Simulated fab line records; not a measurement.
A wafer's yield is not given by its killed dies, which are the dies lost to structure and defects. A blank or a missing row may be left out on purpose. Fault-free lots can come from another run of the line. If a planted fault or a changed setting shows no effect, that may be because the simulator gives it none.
Chamber matching    flow nand_harc    rie_diel-10 running NHARC_P_M2_ETCH_35: 4 sister chambers
The step etches the open film in N2/H2, target depth 40 nm, overetch 12 nm, time 43.94 s. 4 wafers are shown with their chamber, then 10 later ones without.

== WAFERS, EACH WITH ITS CHAMBER ==
wafer   chamber  showerhead_plenum_p_Torr (Torr)
L325.4  1        2.02
L331.5  0        1.92
L330.2  2        1.91
L330.3  3        2.20

== WAFERS WITH NO CHAMBER GIVEN ==
wafer   showerhead_plenum_p_Torr (Torr)
L330.4  1.92
L342.1  2.19
L342.2  1.91
L342.5  2.01
L343.1  2.01
L343.4  1.92
L343.6  1.91
L345.1  1.92
L345.2  2.01
L345.4  2.19

== THE CHAMBER EACH PASSED THROUGH ==
wafer   from the rows above      in truth
L330.4  can't be placed: 0 or 2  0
L342.1  3                        3
L342.2  can't be placed: 2 or 0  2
L342.5  1                        1
L343.1  1                        1
L343.4  can't be placed: 0 or 2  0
L343.6  can't be placed: 2 or 0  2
L345.1  can't be placed: 0 or 2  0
L345.2  1                        1
L345.4  3                        3
Correctly placed: 5 of 10. Unplaceable from these rows: 5, with the true chamber sitting among the candidates in 5. Placed wrongly: 0.
How it was worked out, from the rows above alone: a wafer's distance from a chamber is the root of the sum, over the readings, of the square of ((its reading less the chamber's mean) divided by the reading's scatter). If the next closest chamber is less than 2 further off than the closest, the wafer can't be placed; otherwise it belongs to the closest. The mean given for a chamber averages the wafers shown for that chamber. The scatter: with one shown wafer a chamber, the root of the mean of the squares of how far each hidden wafer lies from its nearest shown one.
